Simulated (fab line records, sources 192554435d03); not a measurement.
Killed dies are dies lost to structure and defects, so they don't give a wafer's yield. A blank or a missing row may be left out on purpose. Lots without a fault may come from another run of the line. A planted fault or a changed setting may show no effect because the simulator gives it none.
Chamber matching | flow n5_finfet | N5_BEOL_M11_ETCH_65 on rie_diel-03: 4 sister chambers
The step etches SiARC in CF4, target depth 39 nm, time 65 s. 24 wafers are shown with their chamber, then 12 later ones without.

WAFERS WITH THEIR CHAMBER
wafer  | chamber | drypump_motor_current_A (A) | showerhead_plenum_p_Torr (Torr) | throttle_valve_pct (%)
L078.2 | 2       | 5.3                         | 2.07                            | 15.63
L078.3 | 1       | 5.0                         | 2.26                            | 15.35
L078.4 | 2       | 5.3                         | 2.07                            | 15.63
L080.1 | 2       | 5.3                         | 2.07                            | 15.66
L080.3 | 3       | 6.4                         | 2.02                            | 15.79
L080.4 | 1       | 5.0                         | 2.26                            | 15.36
L084.1 | 2       | 5.2                         | 2.07                            | 15.66
L084.2 | 1       | 5.1                         | 2.26                            | 15.36
L084.3 | 3       | 6.5                         | 2.28                            | 15.27
L084.4 | 3       | 6.5                         | 2.28                            | 15.27
L084.5 | 1       | 5.0                         | 2.26                            | 15.37
L084.6 | 2       | 5.3                         | 2.07                            | 15.66
L086.2 | 2       | 5.2                         | 2.06                            | 15.68
L086.3 | 0       | 5.9                         | 2.22                            | 15.71
L086.6 | 3       | 6.5                         | 2.28                            | 15.27
L087.3 | 2       | 5.3                         | 2.06                            | 15.67
L087.5 | 3       | 6.5                         | 2.27                            | 15.29
L087.6 | 2       | 5.2                         | 2.06                            | 15.68
L090.1 | 0       | 6.0                         | 2.21                            | 15.70
L090.2 | 1       | 5.0                         | 2.25                            | 15.39
L090.3 | 2       | 5.3                         | 2.06                            | 15.69
L090.4 | 3       | 6.4                         | 2.27                            | 15.30
L090.5 | 1       | 5.0                         | 2.25                            | 15.39
L090.6 | 0       | 6.0                         | 2.21                            | 15.73

SIGNATURES (means of the wafers above)
reading                  | chamber 0 | chamber 1 | chamber 2 | chamber 3 | scatter within a chamber
drypump_motor_current_A  | 5.967     | 5.017     | 5.267     | 6.467     | 0.0492
showerhead_plenum_p_Torr | 2.2133    | 2.2567    | 2.0656    | 2.2333    | 0.0525
throttle_valve_pct       | 15.7133   | 15.3700   | 15.6622   | 15.3650   | 0.106
Rule: a wafer's distance from a chamber is the root of the sum, over the readings, of the square of ((its reading less the chamber's mean) divided by the reading's scatter). The wafer belongs to the nearest chamber; if the next one is less than 2 further off, it can't be placed. The scatter: the root of (the sum of the squares of (reading less its chamber's mean) over the shown wafers, divided by (wafers less chambers)).

WAFERS WITHOUT THEIR CHAMBER
wafer  | drypump_motor_current_A (A) | showerhead_plenum_p_Torr (Torr) | throttle_valve_pct (%)
L094.3 | 6.5                         | 2.27                            | 15.31
L094.4 | 5.2                         | 2.06                            | 15.69
L094.6 | 5.9                         | 2.21                            | 15.74
L096.1 | 5.0                         | 2.25                            | 15.41
L096.2 | 5.9                         | 2.21                            | 15.72
L096.3 | 5.2                         | 2.06                            | 15.72
L096.4 | 6.5                         | 2.27                            | 15.33
L096.5 | 6.0                         | 2.21                            | 15.74
L096.6 | 5.0                         | 2.25                            | 15.41
L097.2 | 5.3                         | 2.06                            | 15.73
L097.4 | 5.2                         | 2.06                            | 15.73
L097.6 | 5.3                         | 2.06                            | 15.72

WHICH CHAMBER EACH WENT THROUGH
wafer  | from the rows above | in truth
L094.3 | 3                   | 3
L094.4 | 2                   | 2
L094.6 | 0                   | 0
L096.1 | 1                   | 1
L096.2 | 0                   | 0
L096.3 | 2                   | 2
L096.4 | 3                   | 3
L096.5 | 0                   | 0
L096.6 | 1                   | 1
L097.2 | 2                   | 2
L097.4 | 2                   | 2
L097.6 | 2                   | 2
Placed correctly: 12 of 12. Can't be placed from these rows: 0. Placed wrongly: 0.
